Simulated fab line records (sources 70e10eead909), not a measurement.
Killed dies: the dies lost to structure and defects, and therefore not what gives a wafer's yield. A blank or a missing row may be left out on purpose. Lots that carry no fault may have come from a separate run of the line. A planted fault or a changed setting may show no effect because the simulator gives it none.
Chamber matching ; flow nand_harc ; NHARC_P_M0_PRE_CLEAN_31 on pecvd-01 has 3 sister chambers
The step time 12 s. 24 wafers are shown with their chamber, then 12 later ones without.

== EACH WAFER AND ITS CHAMBER ==
wafer;chamber;heater_power_w (W)
L075.2;1;676
L075.4;2;634
L075.5;1;658
L078.1;1;737
L078.2;0;769
L078.4;1;750
L079.1;1;734
L079.3;0;736
L079.6;1;754
L080.1;1;691
L080.5;0;707
L080.6;2;563
L081.2;0;699
L081.4;0;720
L081.5;1;793
L082.1;2;590
L082.3;1;724
L082.4;2;611
L083.2;1;753
L083.3;0;680
L083.4;0;684
L087.2;2;564
L087.3;0;636
L087.4;0;649

SIGNATURES (means of the wafers above)
reading;chamber 0;chamber 1;chamber 2;scatter within a chamber
heater_power_w;697.78;727.00;592.40;39.4
Rule: a wafer lies at a distance from a chamber equal to the root of the sum of squares, over the readings, of (its reading less the chamber's mean, divided by the reading's scatter). The wafer belongs to the nearest chamber; if the next one is less than 2 further off, it can't be placed. The scatter is the square root of a quotient: the sum, over the shown wafers, of each reading's squared deviation from its chamber's mean, divided by wafers minus chambers.

== WAFERS MISSING THEIR CHAMBER ==
wafer;heater_power_w (W)
L088.1;641
L088.3;728
L088.4;712
L090.1;580
L090.2;717
L090.4;725
L091.1;699
L091.3;741
L091.5;692
L097.2;559
L097.4;651
L097.5;569

== WHICH CHAMBER EACH ONE RAN IN ==
wafer;from the rows above;in truth
L088.1;can't be placed: 2 or 0 or 1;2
L088.3;can't be placed: 1 or 0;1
L088.4;can't be placed: 0 or 1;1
L090.1;2;2
L090.2;can't be placed: 1 or 0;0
L090.4;can't be placed: 1 or 0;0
L091.1;can't be placed: 0 or 1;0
L091.3;can't be placed: 1 or 0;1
L091.5;can't be placed: 0 or 1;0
L097.2;2;2
L097.4;can't be placed: 0 or 2 or 1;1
L097.5;2;2
Placed correctly: 3 of 12. Can't be placed from these rows: 9 (the true chamber is among the candidates in 9). Placed wrongly: 0.
